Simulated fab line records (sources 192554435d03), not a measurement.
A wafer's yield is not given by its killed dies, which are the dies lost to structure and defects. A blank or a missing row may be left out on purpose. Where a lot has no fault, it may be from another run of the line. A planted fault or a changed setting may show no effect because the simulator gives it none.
Chamber matching + flow n5Finfet + aldSin-02 running N5_FIN_SAQP_ALD_61: 4 sister chambers
The step deposits SiO2, target thk 4 nm, pulse time 1 s, purge time 2 s. 8 wafers are shown with their chamber, then 12 later ones without.

WAFERS, EACH WITH ITS CHAMBER
| wafer  | chamber | heaterPowerW (W) | precursorPulseHeightRel |
|--------|---------|------------------|-------------------------|
| L086.2 | 2       | 503              | 0.985                   |
| L087.4 | 2       | 499              | 1.004                   |
| L087.5 | 1       | 448              | 0.959                   |
| L088.1 | 1       | 434              | 0.994                   |
| L088.5 | 0       | 437              | 0.975                   |
| L090.2 | 3       | 430              | 1.023                   |
| L090.5 | 0       | 432              | 0.972                   |
| L090.6 | 3       | 456              | 0.992                   |

WAFERS MISSING THEIR CHAMBER
| wafer  | heaterPowerW (W) | precursorPulseHeightRel |
|--------|------------------|-------------------------|
| L092.1 | 506              | 1.015                   |
| L092.3 | 443              | 1.044                   |
| L092.4 | 441              | 0.982                   |
| L095.2 | 428              | 1.008                   |
| L095.3 | 506              | 0.997                   |
| L095.5 | 436              | 1.036                   |
| L096.2 | 459              | 1.000                   |
| L096.4 | 506              | 0.965                   |
| L096.5 | 440              | 1.021                   |
| L097.1 | 503              | 1.016                   |
| L097.3 | 433              | 0.986                   |
| L097.5 | 445              | 1.019                   |

EACH ONE'S CHAMBER
| wafer  | from the rows above          | in truth |
|--------|------------------------------|----------|
| L092.1 | 2                            | 2        |
| L092.3 | can't be placed: 3 or 1 or 0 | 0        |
| L092.4 | can't be placed: 1 or 0 or 3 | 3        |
| L095.2 | can't be placed: 3 or 0 or 1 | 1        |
| L095.3 | 2                            | 2        |
| L095.5 | can't be placed: 3 or 1 or 0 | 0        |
| L096.2 | can't be placed: 3 or 1 or 0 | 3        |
| L096.4 | 2                            | 2        |
| L096.5 | can't be placed: 3 or 1 or 0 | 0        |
| L097.1 | 2                            | 2        |
| L097.3 | can't be placed: 0 or 1 or 3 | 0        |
| L097.5 | can't be placed: 3 or 1      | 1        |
Correctly placed: 4 of 12. Can't be placed from these rows: 8 (the true chamber is among the candidates in 8). Wrongly placed: 0.
How it was worked out, from the rows above alone: a wafer's distance from a chamber is the root of the sum, over the readings, of the square of ((its reading less the chamber's mean) divided by the reading's scatter). The wafer belongs to the nearest chamber; if the next one is less than 2 further off, it can't be placed. For every chamber, the mean is computed from those of its wafers that are shown. How the scatter is found: for the shown wafers, subtract from each reading the mean of its chamber, square and add these, divide the total by (wafers less chambers), then take the root.
